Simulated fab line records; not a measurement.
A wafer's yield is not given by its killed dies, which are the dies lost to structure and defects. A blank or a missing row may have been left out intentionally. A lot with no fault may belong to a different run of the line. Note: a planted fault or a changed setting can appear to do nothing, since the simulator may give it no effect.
Split-lot experiment | flow n5Finfet | 39 wafers read from 7 lots, route of 1938 steps

== THE SPLIT ITSELF ==
At N5_BEOL_M14_DEP_53 (deposits SiCN from 3MS/NH3, target thk 50 nm, time 17.8 s), the setting targetThkA was moved away from the recipe's 500 angstrom on 12 of the 39 wafers read, by -35.3% to +54.8%. All remaining wafers had this setting at the recipe value.

The reading is taken at the split's own step.

== THE READING ==
SiCN_of_BEOL_M14_DEP_53.thkNm (the simulator's own value, which no gauge read), in nm, at N5_BEOL_M14_DEP_53 (deposits SiCN from 3MS/NH3, target thk 50 nm, time 17.8 s). No usual value for it is given in the file. Here, 27 wafers ran the recipe; their average is 49.5 nm with a standard deviation of 0.72 nm.

wafer  | tool, chamber at the split | targetThkA as run, angstrom | against the recipe | SiCN_of_BEOL_M14_DEP_53.thkNm, nm | against lot-mates on the recipe
L076.1 | pecvd-04, 0                | 500                         | recipe             | 50                                | -
L076.2 | pecvd-04, 2                | 500                         | recipe             | 48.8                              | -
L076.3 | pecvd-04, 1                | 602.4                       | +20.5%             | 59.4                              | +9.7
L076.4 | pecvd-04, 0                | 602.4                       | +20.5%             | 61.4                              | +11.7
L076.5 | pecvd-04, 1                | 602.4                       | +20.5%             | 60.2                              | +10.5
L076.6 | pecvd-04, 2                | 500                         | recipe             | 50.2                              | -
L075.1 | pecvd-04, 1                | 500                         | recipe             | 49                                | -
L075.2 | pecvd-04, 2                | 500                         | recipe             | 48.6                              | -
L075.3 | pecvd-04, 0                | 500                         | recipe             | 48.8                              | -
L075.4 | pecvd-04, 1                | 500                         | recipe             | 49.2                              | -
L075.5 | pecvd-04, 0,2              | 500                         | recipe             | 49.8                              | -
L075.6 | pecvd-04, 0,2              | 500                         | recipe             | 49.8                              | -
L080.1 | pecvd-04, 1                | 500                         | recipe             | 48.6                              | -
L080.2 | pecvd-04, 2                | 500                         | recipe             | 48.4                              | -
L080.3 | pecvd-04, 0                | 500                         | recipe             | 49                                | -
L080.4 | pecvd-04, 2,0              | 500                         | recipe             | 49.8                              | -
L080.6 | pecvd-04, 2,0              | 500                         | recipe             | 49.8                              | -
L080.5 | pecvd-04, 1                | 500                         | recipe             | 49.2                              | -
L078.3 | pecvd-04, 0                | 500                         | recipe             | 50                                | -
L078.4 | pecvd-04, 2                | 500                         | recipe             | 50.2                              | -
L078.6 | pecvd-04, 0                | 500                         | recipe             | 50.6                              | -
L089.1 | pecvd-02, 2                | 500                         | recipe             | 50                                | -
L089.2 | pecvd-02, 1                | 378.2                       | -24.4%             | 37.2                              | -13.0
L089.3 | pecvd-02, 1                | 378.2                       | -24.4%             | 37.8                              | -12.4
L089.4 | pecvd-02, 2                | 500                         | recipe             | 50.2                              | -
L089.5 | pecvd-02, 1                | 500                         | recipe             | 50.4                              | -
L089.6 | pecvd-02, 2                | 378.2                       | -24.4%             | 37.6                              | -12.6
L091.1 | pecvd-02, 0,0,2            | 323.7                       | -35.3%             | 31.8                              | -17.1
L091.4 | pecvd-02, 0,0,2            | 323.7                       | -35.3%             | 31.8                              | -17.1
L091.5 | pecvd-02, 0,0,2            | 323.7                       | -35.3%             | 31.8                              | -17.1
L091.2 | pecvd-02, 2                | 500                         | recipe             | 48.8                              | -
L091.3 | pecvd-02, 1                | 500                         | recipe             | 48.4                              | -
L091.6 | pecvd-02, 1                | 500                         | recipe             | 49.4                              | -
L093.1 | pecvd-04, 1                | 500                         | recipe             | 49.4                              | -
L093.2 | pecvd-04, 0                | 500                         | recipe             | 50.2                              | -
L093.3 | pecvd-04, 2                | 773.8                       | +54.8%             | 76.8                              | +26.5
L093.4 | pecvd-04, 2                | 500                         | recipe             | 51.2                              | -
L093.5 | pecvd-04, 0                | 773.8                       | +54.8%             | 78.4                              | +28.1
L093.6 | pecvd-04, 1                | 773.8                       | +54.8%             | 78.2                              | +27.9
The file does not say which wafer passed through which chamber wherever a row lists several chambers: such a row stands for several wafers.

FIT RESULTS
A straight line over all 39 wafers: SiCN_of_BEOL_M14_DEP_53.thkNm changes by +0.511 nm for each +1% of targetThkA; r = +1.00; the points scatter about the line by 0.71 nm.
The same after taking each lot's own level away (the mean of its wafers on the recipe; 39 wafers): +0.502 nm for each +1%; r = +1.00; scatter 0.58 nm.
Per that fit: largest targetThkA move, reading shift of 27 nm.
The lots' own levels span 48.87 to 50.27 nm, that is 1.9 times the standard deviation above.
Consequently the slope shifts little with the lot-to-lot level, the two slopes agreeing.
Check: with one of the wafers moved furthest among these (+54.8%) left out of the fit, the line predicts +27.8 nm for it against its lot-mates. Against them it came out at +26.5 nm.

== FURTHER SPLITS ON THESE WAFERS ==
Before the reading, these wafers also passed through other splits. Each is held against what the fit with the lots' levels taken away leaves over:
other split on the same wafers | wafers away from the commonest value | r with SiCN_of_BEOL_M14_DEP_53.thkNm (lot level and that fit taken away)
N5_BEOL_M13_ILD_DEP_00 timeS   | 6                                    | -0.32

== FILE'S OWN FIT ==
SiCN_of_BEOL_M14_DEP_53.thkNm changes by +0.502 nm for each +1% of targetThkA, r = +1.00.
